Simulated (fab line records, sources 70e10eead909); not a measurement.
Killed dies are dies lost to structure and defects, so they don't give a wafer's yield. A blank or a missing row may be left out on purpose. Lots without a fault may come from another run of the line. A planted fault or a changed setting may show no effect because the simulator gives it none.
Chamber matching | flow nand_harc | NHARC_A_M1_CMP_23 on cmp-03: 4 sister chambers
The step polishes, t overpolish 20 s, target thk 154.34 nm. 4 wafers are shown with their chamber, then 7 later ones without.

WAFERS WITH THEIR CHAMBER
wafer  | chamber | motor_current_A (A)
L085.1 | 1       | 13.6
L089.5 | 0       | 13.0
L091.2 | 2       | 11.3
L091.3 | 3       | 9.8

WAFERS WITHOUT THEIR CHAMBER
wafer  | motor_current_A (A)
L091.5 | 10.8
L092.3 | 10.8
L092.5 | 10.3
L092.6 | 13.1
L096.3 | 10.5
L096.5 | 12.9
L096.6 | 12.6

WHICH CHAMBER EACH WENT THROUGH
wafer  | from the rows above          | in truth
L091.5 | can't be placed: 2 or 3      | 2
L092.3 | can't be placed: 2 or 3      | 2
L092.5 | can't be placed: 3 or 2      | 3
L092.6 | can't be placed: 0 or 1      | 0
L096.3 | can't be placed: 3 or 2      | 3
L096.5 | can't be placed: 0 or 1      | 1
L096.6 | can't be placed: 0 or 1 or 2 | 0
Placed correctly: 0 of 7. Can't be placed from these rows: 7 (the true chamber is among the candidates in 7). Placed wrongly: 0.
How it was worked out, from the rows above alone: a wafer's distance from a chamber is the root of the sum, over the readings, of the square of ((its reading less the chamber's mean) divided by the reading's scatter). The wafer belongs to the nearest chamber; if the next one is less than 2 further off, it can't be placed. A chamber's mean is the mean of its shown wafers. The scatter: with one shown wafer a chamber, the root of the mean of the squares of how far each hidden wafer lies from its nearest shown one.
